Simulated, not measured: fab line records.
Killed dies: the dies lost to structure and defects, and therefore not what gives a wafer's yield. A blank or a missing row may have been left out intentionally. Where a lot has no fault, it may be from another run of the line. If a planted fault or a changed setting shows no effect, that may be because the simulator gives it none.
fab line records    flow n5_finfet
record: lots: 7  wafers: 19  last_day: 17
route steps=1938 shown BEOL_M2@870 BEOL_M4@1111 PASSIVATION@1936
lots that met no fault: from a run of the same line without faults
start_h: the number of hours between the record's first day and the start of the first shown wafer of the lot    wait_h: time in hours since the lot's previous step    " the same as in the row above    L1.1+2: a single row standing in for several wafers    - no value, or no start was given    * or withheld: withheld    < > ~ a bound
route shown NAME@n: a module of which the file shows steps, and the number in the route of the first    usual: mean/standard deviation of fault-free wafers    same: alike in all rows    chamber/n: place in a boat    sites: the reading at each site    _std_site: the standard deviation of these    _edge_site: outer sites' mean less inner sites'    radius_mm: for every site, how far away it sits from the centre of the wafer    mask NAME#n: copy n    behind: tool/chamber where the wafer was last shaped    hold: what put the lot on hold/how long, in hours/how the hold closed    device: which transistor (n, p or np) failed to switch    end of line: at the end of the route, the tests of the same wafers    for a step that has no rows: nothing shown but its recipe    killed: not the wafer's yield, but the dies lost to structure and defects at the first sort    map: per-die view of a wafer (x killed, . not killed, _ where there is no die)
set.NAME: the setting as run; set.NAME@STEP: as run at that earlier step    model.NAME: the simulator's own value behind a step, which no gauge read
lots seen at some steps along the route; tables by step, rows by wafer
services: the hour from which a tool's chamber was out of use, counted from the record's first day as start_h (under 0 if before that day), plus the number of hours and why
== steps ==
step: N5_BEOL_M2_COAT_22
recipe: resist: CAR-EUV  spin_rpm: 1500  resist_thk_nm: 30
step: N5_BEOL_M2_EBR_24
recipe: solvent: PGMEA  ebr_width_mm: 1.5
step: N5_BEOL_M2_SOFTBAKE_23
recipe: temp_c: 110  time_s: 60  resist: CAR-EUV
step: N5_BEOL_M2_EXPOSE_25
recipe: mask_id: V1  na: 0.33  source_shape: quasar  sigma_inner: 0.2  sigma_outer: 0.8  polarization: unpolarized  defocus_nm: 5  dose_mj: 63
step: N5_BEOL_M2_PEB_26
recipe: peb_temp_c: 100  peb_time_s: 60  resist: CAR-EUV
step: N5_BEOL_M2_DEVELOP_27
recipe: develop_time_s: 30  developer: TMAH  resist: CAR-EUV  rinse_liquid: surfactant_rinse  dry: air_spin  dev_temp_c: 23
step: N5_BEOL_M2_CD_MEAS_28
recipe: target_cd_nm: 26.2  landing_energy_ev: 500  detector: se_inlens  target_cd_y_nm: 24.1  polarity: opening
usual: cd_nm: 26.15/0.24
lot.wafer  tool       chamber  start_h  wait_h  cd_nm
L690.3     cd_sem-01  0        151.40   -       25.85
L690.4     "          0        "        "       25.94
L690.6     "          0        "        "       25.57
L698.3     cd_sem-02  0        199.19   -       26.12
L698.4     "          0        "        "       26.06
L698.5     "          0        "        "       26.28
L697.1     cd_sem-02  0        207.73   -       26.03
L697.3     "          0        "        "       26.05
L700.1     cd_sem-03  0        210.89   -       26.44
L700.2     "          0        "        "       26.03
L700.6     "          0        "        "       26.82
L701.1     cd_sem-02  0        218.71   -       26.23
L701.3     "          0        "        "       26.16
L701.6     "          0        "        "       26.22
L703.1     cd_sem-02  0        239.20   -       26.47
L703.2     "          0        "        "       26.42
L710.1     cd_sem-02  0        276.49   -       26.41
L710.3     "          0        "        "       26.24
L710.6     "          0        "        "       26.36
step: N5_BEOL_M2_OVL_MEAS_29
recipe: points_per_wafer: 522
usual: V1_OVL: 0.5/0.69
same: points_per_wafer: 522
lot.wafer  tool        chamber  start_h  wait_h  V1_OVL[nm]
L690.3     overlay-02  0        151.44   0.0     1.4
L690.4     "           0        "        "       0.8
L690.6     "           0        "        "       1.2
L698.3     overlay-01  0        199.23   0.0     -0.7
L698.4     "           0        "        "       0.5
L698.5     "           0        "        "       -0.2
L697.1     overlay-01  0        207.76   0.0     1.3
L697.3     "           0        "        "       1.0
L700.1     overlay-02  0        210.92   0.0     0.1
L700.2     "           0        "        "       0.7
L700.6     "           0        "        "       0.6
L701.1     overlay-01  0        218.74   0.0     0.3
L701.3     "           0        "        "       -0.3
L701.6     "           0        "        "       0.4
L703.1     overlay-02  0        239.23   0.0     0.9
L703.2     "           0        "        "       0.8
L710.1     overlay-02  0        276.52   0.0     1.5
L710.3     "           0        "        "       0.5
L710.6     "           0        "        "       1.0
step: N5_BEOL_M2_INSPECT_30
recipe: mode: adi  inspect_instrument: brightfield
usual: raw_defect_count: 416/87
lot.wafer  tool               chamber  start_h  wait_h  raw_defect_count
L690.3     defect_inspect-02  -        151.49   0.0     399
L690.4     "                  -        "        "       393
L690.6     "                  -        "        "       350
L698.3     defect_inspect-02  -        199.28   0.0     475
L698.4     "                  -        "        "       631
L698.5     "                  -        "        "       473
L697.1     defect_inspect-02  -        207.82   0.1     318
L697.3     "                  -        "        "       389
L700.1     defect_inspect-02  -        210.98   0.1     346
L700.2     "                  -        "        "       393
L700.6     "                  -        "        "       347
L701.1     defect_inspect-02  -        218.80   0.1     393
L701.3     "                  -        "        "       363
L701.6     "                  -        "        "       359
L703.1     defect_inspect-01  -        239.29   0.1     344
L703.2     "                  -        "        "       537
L710.1     defect_inspect-01  -        276.58   0.1     370
L710.3     "                  -        "        "       305
L710.6     "                  -        "        "       527
step: N5_BEOL_M2_DESCUM_33
recipe: chemistry: O2  time_s: 7  source_power_w: 50  bias_power_w: 20  pressure_mtorr: 20  rf_frequency_hz: 2.712e+07  temp_c: 40  resist: CAR-EUV  o2_flow_sccm: 225
usual: drypump_motor_current_A: 5.6/0.5  oes_product_au: 0.81/0.056  rf_vpp_V: 243.3/1.2  showerhead_plenum_p_Torr: 2.10/0.066  throttle_valve_pct: 20.35/0.25
lot.wafer  tool         chamber  start_h  wait_h  drypump_motor_current_A  oes_product_au  rf_hours_counter_h  rf_vpp_V  showerhead_plenum_p_Torr  throttle_valve_pct
L690.3     rie_diel-03  1        151.52   0.0     6.1                      0.90            35                  244.4     2.14                      20.17
L690.4     "            3        "        "       6.0                      0.77            126                 243.1     2.09                      20.13
L690.6     "            0        "        "       5.5                      0.84            -                   244.8     2.22                      19.97
L698.3     rie_diel-03  0        199.66   0.4     5.5                      0.83            79                  244.7     2.21                      19.97
L698.4     "            3        "        "       6.0                      0.76            138                 244.2     2.09                      20.15
L698.5     "            3        "        "       6.0                      0.76            -                   243.3     2.09                      20.14
L697.1     rie_diel-02  2        208.04   0.2     5.1                      0.89            38                  243.0     2.04                      20.62
L697.3     "            1        "        "       5.1                      0.85            48                  243.7     2.03                      20.37
L700.1     rie_diel-03  1        211.01   0.0     6.1                      0.88            52                  244.5     2.13                      20.21
L700.2     "            2        "        "       5.6                      0.86            42                  243.5     2.13                      20.02
L700.6     "            1        "        "       6.1                      0.88            -                   244.0     2.13                      20.20
L701.1     rie_diel-02  2        218.83   0.0     5.1                      0.88            41                  243.3     2.04                      20.63
L701.3     "            3        "        "       5.4                      0.76            159                 244.6     2.19                      20.61
L701.6     "            2        "        "       5.1                      0.88            -                   243.3     2.04                      20.62
L703.1     rie_diel-02  2        239.33   0.0     5.1                      0.87            50                  242.0     2.04                      20.64
L703.2     "            3        "        "       5.4                      0.76            167                 243.4     2.19                      20.63
L710.1     rie_diel-06  2        276.62   0.0     5.4                      0.77            129                 242.5     2.00                      20.39
L710.3     "            3        "        "       6.6                      0.75            122                 242.7     2.11                      20.67
L710.6     "            1        "        "       4.8                      0.70            -                   240.3     2.01                      20.79
step: N5_BEOL_M2_ETCH_77
recipe: chemistry: N2/H2  target: underlayer  target_depth_a: 65  mask_material: CAR-EUV  time_s: 5.2  ion_energy_ev: 200  pressure_mtorr: 30  source_w: 840  bias_w: 150  n2_flow_sccm: 200  h2_flow_sccm: 200  ends: cleared
usual: drypump_motor_current_A: 5.6/0.5  etch_rf_on_time_s: 5.25/0.13  oes_product_au: 0.69/0.048  rf_vpp_V: 524.1/2.4  showerhead_plenum_p_Torr: 2.54/0.078  throttle_valve_pct: 17.74/0.28
lot.wafer  tool         chamber  start_h  wait_h  drypump_motor_current_A  etch_rf_on_time_s  oes_product_au  rf_hours_counter_h  rf_vpp_V  showerhead_plenum_p_Torr  throttle_valve_pct
L690.3     rie_diel-03  1        151.55   0.0     6.1                      5.30               0.78            35                  527.3     2.59                      17.54
L690.4     "            3        "        "       6.0                      5.12               0.65            126                 525.8     2.55                      17.72
L690.6     "            0        "        "       5.5                      5.18               0.72            -                   529.5     2.68                      17.26
L698.3     rie_diel-03  0        199.70   0.0     5.5                      5.21               0.71            79                  527.7     2.68                      17.30
L698.4     "            3        "        "       6.0                      5.13               0.65            138                 523.5     2.54                      17.72
L698.5     "            3        "        "       6.0                      5.11               0.64            -                   522.8     2.54                      17.76
L697.1     rie_diel-02  2        208.07   0.0     5.1                      5.12               0.76            38                  521.7     2.49                      18.16
L697.3     "            1        "        "       5.0                      5.42               0.71            48                  521.9     2.48                      17.89
L700.1     rie_diel-03  1        211.04   0.0     6.1                      5.29               0.74            52                  524.6     2.59                      17.58
L700.2     "            2        "        "       5.6                      5.16               0.72            42                  524.2     2.58                      17.32
L700.6     "            1        "        "       6.1                      5.26               0.74            -                   526.4     2.59                      17.56
L701.1     rie_diel-02  2        218.87   0.0     5.1                      5.05               0.76            41                  519.2     2.49                      18.15
L701.3     "            3        "        "       5.4                      5.26               0.64            159                 525.5     2.65                      17.82
L701.6     "            2        "        "       5.1                      5.03               0.75            -                   523.3     2.49                      18.16
L703.1     rie_diel-02  2        239.36   0.0     5.1                      5.13               0.76            50                  521.8     2.49                      18.17
L703.2     "            3        "        "       5.4                      5.36               0.63            167                 525.4     2.64                      17.86
L710.1     rie_diel-06  2        276.65   0.0     5.4                      5.51               0.66            129                 522.4     2.44                      17.73
L710.3     "            3        "        "       6.6                      5.17               0.65            122                 524.5     2.56                      18.17
L710.6     "            1        "        "       4.9                      5.17               0.61            -                   520.7     2.41                      17.94
step: N5_BEOL_M2_ETCH_69
recipe: chemistry: CF4  target: SiARC  target_depth_a: 156  mask_material: CAR-EUV  time_s: 26  ion_energy_ev: 80  pressure_mtorr: 40  source_w: 545  bias_w: 36  Ar_flow_sccm: 100  cf4_flow_sccm: 100  ends: cleared
usual: drypump_motor_current_A: 5.6/0.5  etch_rf_on_time_s: 26.3/0.64  oes_product_au: 0.69/0.048  rf_vpp_V: 184.0/1.1  showerhead_plenum_p_Torr: 2.14/0.058  throttle_valve_pct: 15.53/0.24
lot.wafer  tool         chamber  start_h  wait_h  drypump_motor_current_A  etch_rf_on_time_s  oes_product_au  rf_hours_counter_h  rf_vpp_V  showerhead_plenum_p_Torr  throttle_valve_pct
L690.3     rie_diel-03  1        151.57   0.0     6.1                      26.6               0.76            35                  182.4     2.19                      15.35
L690.4     "            3        "        "       6.0                      25.4               0.65            126                 183.2     2.14                      15.33
L690.6     "            0        "        "       5.5                      25.5               0.72            -                   185.2     2.24                      15.06
L698.3     rie_diel-03  0        199.72   0.0     5.5                      26.0               0.71            79                  185.4     2.24                      15.09
L698.4     "            3        "        "       6.0                      25.7               0.64            138                 183.0     2.14                      15.37
L698.5     "            3        "        "       6.0                      25.7               0.64            -                   183.3     2.14                      15.36
L697.1     rie_diel-02  2        208.09   0.0     5.1                      25.4               0.76            38                  183.4     2.09                      15.68
L697.3     "            1        "        "       5.0                      27.1               0.71            48                  183.2     2.10                      15.62
L700.1     rie_diel-03  1        211.06   0.0     6.1                      27.0               0.74            52                  183.9     2.19                      15.41
L700.2     "            2        "        "       5.6                      25.8               0.73            42                  184.7     2.18                      15.24
L700.6     "            1        "        "       6.1                      27.0               0.74            -                   185.7     2.19                      15.39
L701.1     rie_diel-02  2        218.88   0.0     5.1                      25.8               0.76            41                  182.7     2.09                      15.67
L701.3     "            3        "        "       5.4                      26.9               0.65            159                 186.5     2.22                      15.72
L701.6     "            2        "        "       5.1                      25.9               0.75            -                   182.8     2.09                      15.68
L703.1     rie_diel-02  2        239.38   0.0     5.1                      25.5               0.75            50                  184.2     2.09                      15.69
L703.2     "            3        "        "       5.4                      26.6               0.64            167                 185.0     2.22                      15.74
L710.1     rie_diel-06  2        276.67   0.0     5.4                      27.4               0.66            129                 183.5     2.08                      15.69
L710.3     "            3        "        "       6.6                      26.1               0.65            122                 184.4     2.15                      15.77
L710.6     "            1        "        "       4.8                      26.2               0.62            -                   183.1     2.04                      15.80
step: N5_BEOL_M2_ALD_98
recipe: material: SiO2  target_thk_a: 25  temp_c: 100  ald_precursor_family: BDEAS  ald_co_reactant: O2-plasma  pulse_time_s: 1  co_reactant_pulse_time_s: 1  purge_time_s: 2  co_reactant_purge_time_s: 2  ald_cycles: 17  pressure_torr: 2
usual: ald_cycles: 17/0  heater_power_w: 81/9  precursor_pulse_height_rel: 1.000/0.019
lot.wafer  tool        chamber  start_h  wait_h  ald_cycles  heater_power_w  precursor_pulse_height_rel  model.SiO2_of_BEOL_M2_ALD_98.thk_nm
L690.3     ald_sin-03  2        151.65   0.1     17          75              0.999                       2.6
L690.4     "           1        "        "       17          72              1.014                       2.4
L690.6     "           1        "        "       17          71              0.963                       2.6
L698.3     ald_sin-04  1        199.80   0.1     17          94              0.995                       2.4
L698.4     "           2        "        "       17          67              1.000                       2.6
L698.5     "           0        "        "       17          81              1.003                       2.6
L697.1     ald_sin-04  2        208.17   0.1     28          70              1.000                       4.2
L697.3     "           0        "        "       28          81              1.007                       4.2
L700.1     ald_sin-04  1        211.17   0.1     28          92              1.007                       4.2
L700.2     "           0        "        "       17          83              0.982                       2.6
L700.6     "           2        "        "       17          67              0.979                       2.6
L701.1     ald_sin-02  1        219.05   0.1     17          80              0.982                       2.6
L701.3     "           3        "        "       17          85              1.021                       2.6
L701.6     "           2        "        "       17          84              0.987                       2.4
L703.1     ald_sin-04  1        239.96   0.5     28          92              1.028                       4.2
L703.2     "           2        "        "       17          70              0.997                       2.6
L710.1     ald_sin-03  0        277.20   0.5     17          95              0.987                       2.6
L710.3     "           2        "        "       17          74              0.997                       2.6
L710.6     "           0        "        "       17          95              0.977                       2.6
step: N5_BEOL_M2_ETCHBACK_99
recipe: chemistry: CHF3  target: SiO2  target_depth_a: 50  time_s: 10.4  source_w: 215  bias_w: 47  Ar_flow_sccm: 200  CHF3_flow_sccm: 12  ion_energy_ev: 100  pressure_mtorr: 30
usual: drypump_motor_current_A: 5.6/0.47  oes_product_au: 0.80/0.056  rf_vpp_V: 241/5.2  showerhead_plenum_p_Torr: 2.16/0.06  throttle_valve_pct: 17.02/0.24
lot.wafer  tool         chamber  start_h  wait_h  drypump_motor_current_A  oes_product_au  rf_hours_counter_h  rf_vpp_V  showerhead_plenum_p_Torr  throttle_valve_pct
L690.3     rie_diel-03  0        151.79   0.1     5.5                      0.84            66                  245       2.26                      16.50
L690.4     "            2        "        "       5.6                      0.88            23                  238       2.20                      16.67
L690.6     "            3        "        "       6.0                      0.77            -                   238       2.15                      16.76
L698.3     rie_diel-06  1        205.04   5.2     4.8                      0.73            171                 249       2.05                      17.18
L698.4     "            3        "        "       6.6                      0.79            100                 242       2.18                      17.24
L698.5     "            2        "        "       5.4                      0.79            -                   240       2.09                      17.09
L697.1     rie_diel-03  3        208.77   0.5     6.0                      0.75            142                 239       2.14                      16.82
L697.3     "            1        "        "       6.2                      0.87            51                  250       2.20                      16.85
L700.1     rie_diel-02  2        212.52   1.3     5.1                      0.87            39                  230       2.10                      17.20
L700.2     "            0        "        "       5.4                      0.71            166                 239       2.15                      17.30
L700.6     "            2        "        "       5.1                      0.89            -                   230       2.10                      17.20
L701.1     rie_diel-03  2        228.78   9.7     5.6                      0.86            47                  238       2.19                      16.71
L701.3     "            1        "        "       6.2                      0.87            57                  250       2.20                      16.86
L701.6     "            1        "        "       6.1                      0.87            -                   251       2.20                      16.88
L703.1     rie_diel-03  3        244.92   4.9     6.0                      0.74            155                 236       2.14                      16.84
L703.2     "            1        "        "       6.1                      0.86            63                  248       2.20                      16.86
L710.1     rie_diel-06  2        277.68   0.4     5.4                      0.77            130                 241       2.08                      17.14
L710.3     "            3        "        "       6.6                      0.77            123                 242       2.17                      17.27
L710.6     "            0        "        "       6.2                      0.83            -                   237       2.11                      17.24
step: N5_BEOL_M4_RC_MEAS_101
usual: DIBL_N: 36.0/1.9  DIBL_P: 36.0/2.1  IOFF_N: 0.155/0.029  IOFF_P: 0.20/0.032  ION_N: 672/11  ION_P: 461/6.9  SS_N: 71.5/0.58  SS_P: 73.2/0.64  VT_N: 250.4/2.9  VT_P: -251.0/2.8
lot.wafer  tool       chamber  start_h  wait_h  DIBL_N[mV/V]  DIBL_P[mV/V]  IOFF_N[nA/um]  IOFF_P[nA/um]  ION_N[uA/um]  ION_P[uA/um]  SS_N[mV/dec]  SS_P[mV/dec]  VT_N[mV]  VT_P[mV]
L690.3     prober-02  0        187.42   0.3     36.9          37.3          0.159          0.21           687           469           70.0          73.3          250.8     -250.4
L690.4     "          0        "        "       36.7          37.1          0.155          0.22           678           466           71.9          73.6          249.7     -251.1
L690.6     "          0        "        "       38.4          38.6          0.179          0.24           671           457           71.5          73.4          247.3     -247.1
L698.3     prober-01  0        238.26   0.3     34.5          33.6          0.121          0.18           667           459           71.1          72.4          252.2     -252.0
L698.4     "          0        "        "       34.5          33.2          0.121          0.18           659           453           70.5          72.0          256.8     -254.4
L698.5     "          0        "        "       35.9          34.7          0.142          0.19           653           453           72.0          73.2          254.5     -249.5
L697.1     prober-02  0        244.66   0.0     33.7          32.9          0.126          0.18           662           461           70.1          72.5          252.3     -253.1
L697.3     "          0        "        "       34.3          34.1          0.144          0.19           686           462           70.5          73.1          251.6     -252.4
L700.1     prober-01  0        246.50   0.0     34.5          34.2          0.147          0.18           675           457           71.8          73.1          251.2     -253.9
L700.2     "          0        "        "       34.3          34.8          0.159          0.19           681           464           71.5          73.5          248.2     -253.9
L700.6     "          0        "        "       35.7          35.8          0.171          0.20           673           459           71.9          73.3          249.8     -253.1
L701.1     prober-01  0        256.57   0.0     36.9          35.6          0.173          0.23           683           470           71.5          74.0          247.8     -246.5
L701.3     "          0        "        "       33.3          33.0          0.124          0.19           675           465           70.6          73.6          250.4     -247.1
L701.6     "          0        "        "       36.2          34.9          0.156          0.22           662           459           71.6          73.9          249.3     -247.3
L703.1     prober-02  0        279.51   0.0     37.1          37.0          0.151          0.19           668           455           72.0          73.4          253.4     -252.6
L703.2     "          0        "        "       34.3          35.4          0.121          0.17           666           459           71.0          73.4          255.7     -252.1
L710.1     prober-01  0        311.35   0.0     35.8          33.2          0.143          0.18           661           453           71.0          73.1          250.2     -253.6
L710.3     "          0        "        "       37.8          36.0          0.173          0.22           665           453           72.0          74.1          247.7     -250.3
L710.6     "          0        "        "       38.5          37.5          0.198          0.25           685           465           72.1          74.3          247.6     -248.4
step: N5_PASSIVATION_PROBE_49
usual: defect_limited_yield: 91.0/1.5  killed_at_M0_to_M3: 33/9.4  killed_at_M4_up: 14/4.8  killed_at_contacts: 13/7.3  killed_at_front_end: 43/13  killed_at_other: 3.6/2.9  killed_dies: 106/18  killed_open: 69/13  killed_short: 35/8.2  sort_bin_5_function: 5.3/1  sort_bin_6_memory: 3.3/0.68  sort_bin_8_speed: 0.01/0.027  sort_n_pass: 1074/18
same: gross_dies: 1180  killed_at_back_side: 0  sort_bin_4_leakage[%]: 0
lot.wafer  tool       chamber  start_h  wait_h  defect_limited_yield[%]  killed_at_M0_to_M3  killed_at_M4_up  killed_at_contacts  killed_at_front_end  killed_at_other  killed_dies  killed_open  killed_short  sort_bin_5_function[%]  sort_bin_6_memory[%]  sort_bin_8_speed[%]  sort_n_pass
L700.1     prober-01  -        358.10   0.0     90.3                     35                  8                18                  49                   5                115          76           38            5.3                     4.2                   0                    1065
L700.2     prober-01  -        358.15   0.1     92.7                     23                  8                4                   45                   6                86           53           32            3.9                     3.0                   0                    1094
L700.6     prober-01  -        358.35   0.3     92.3                     41                  8                5                   34                   3                91           69           21            4.6                     2.9                   0                    1089
L701.1     prober-02  -        360.74   0.0     89.9                     41                  14               15                  37                   12               119          72           45            6.5                     3.1                   0                    1061
L701.3     prober-02  -        360.84   0.1     90.8                     43                  3                23                  38                   1                108          51           48            5.1                     3.4                   0                    1072
L701.6     prober-02  -        360.99   0.3     90.2                     40                  9                9                   57                   1                116          70           38            5.9                     3.1                   0                    1064
killed by level:class
L700.1 FIN_SAQP:geometric_particle:open=18 BEOL_M1:geometric_particle:open=15 MOL_CONTACT_COAG:geometric_particle:open=11 BEOL_M0_SAQP:geometric_particle:short=10 DUMMY_GATE:geometric_particle:open=7 MOL_CONTACT_COAG:geometric_particle:short=7 STI_FIN_REVEAL:geometric_particle:open=6 BEOL_M5:geometric_particle:open=5
L700.2 STI_FIN_REVEAL:geometric_particle:open=13 FIN_SAQP:geometric_particle:short=9 STI_FIN_REVEAL:geometric_particle:short=8 BEOL_M3:geometric_particle:open=6 BEOL_M1:geometric_particle:open=5 FIN_SAQP:geometric_particle:open=4 ILD0:geometric_particle:open=4 BEOL_M0_SAQP:geometric_particle:open=4
L700.6 FIN_SAQP:geometric_particle:open=10 BEOL_M0_SAQP:geometric_particle:open=9 BEOL_M3:geometric_particle:open=9 STI_FIN_REVEAL:geometric_particle:open=7 BEOL_M0_SAQP:geometric_particle:short=6 BEOL_M1:geometric_particle:open=6 BEOL_M2:geometric_particle:open=6 ILD0:geometric_particle:open=4
L701.1 BEOL_M2:geometric_particle:open=13 MOL_CONTACT_COAG:geometric_particle:open=12 BEOL_M0_SAQP:geometric_particle:short=11 FIN_SAQP:geometric_particle:short=9 GATE_CUT:geometric_particle:short=9 PASS1_CAP:geometric_particle:open=9 STI_FIN_REVEAL:geometric_particle:open=6 BEOL_M3:geometric_particle:open=6
L701.3 MOL_CONTACT_COAG:geometric_particle:open=16 BEOL_M0_SAQP:geometric_particle:short=16 FIN_SAQP:geometric_particle:short=13 BEOL_M0_SAQP:geometric_particle:open=9 MOL_CONTACT_COAG:geometric_particle:short=7 BEOL_M2:geometric_particle:open=6 HKMG_FIN:area_etch=6 FIN_SAQP:geometric_particle:open=5
L701.6 FIN_SAQP:geometric_particle:short=16 STI_FIN_REVEAL:geometric_particle:open=12 BEOL_M0_SAQP:geometric_particle:short=11 BEOL_M0_SAQP:geometric_particle:open=10 BEOL_M2:geometric_particle:open=10 MOL_CONTACT_COAG:geometric_particle:open=8 FIN_SAQP:geometric_particle:open=6 DUMMY_GATE:geometric_particle:open=6
== services ==
tool         chamber  start_h  hours  kind
ald_sin-02   -        130.27   0.4    repair
rie_diel-06  0        131.05   5.5    repair
ald_sin-04   2        153.87   21.7   repair
rie_diel-06  0        162.38   3.7    repair
rie_diel-02  1        162.82   3.1    repair
ald_sin-03   -        166.93   1.7    repair
ald_sin-03   -        178.05   14.0   pm
ald_sin-03   0        178.05   14.0   vent_cycle
ald_sin-03   1        178.05   14.0   vent_cycle
ald_sin-03   2        178.05   14.0   vent_cycle
ald_sin-03   3        178.05   14.0   vent_cycle
ald_sin-03   0        192.05   -      clean
ald_sin-03   1        192.05   -      clean
ald_sin-03   2        192.05   -      clean
ald_sin-03   3        192.05   -      clean
rie_diel-06  3        237.05   5.0    repair
ald_sin-02   -        269.78   1.4    repair
== key ==
first_sign: step: N5_BEOL_M2_ALD_98  reading: ald_cycles  direction: up  sigmas: 99+  usual: *  struck: *
effect none on later readings
model_effect: step: N5_BEOL_M2_ALD_98  value: SiO2_of_BEOL_M2_ALD_98.thk_nm  without: 2.55  struck: 4.2
met_at N5_BEOL_M2_ALD_98
struck_wafers L697.1,L697.3,L700.1,L703.1
onset_between 199.80 208.17
fault: kind: process_parameter_drift  tool: ald_sin-04  chamber: -  onset_h: 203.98  steps: N5_BEOL_M2_ALD_98  channel: ald_cycles  offset: *  shape: step  end_h: 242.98  scope: struck_wafers_only  acts_in: *  stated: *
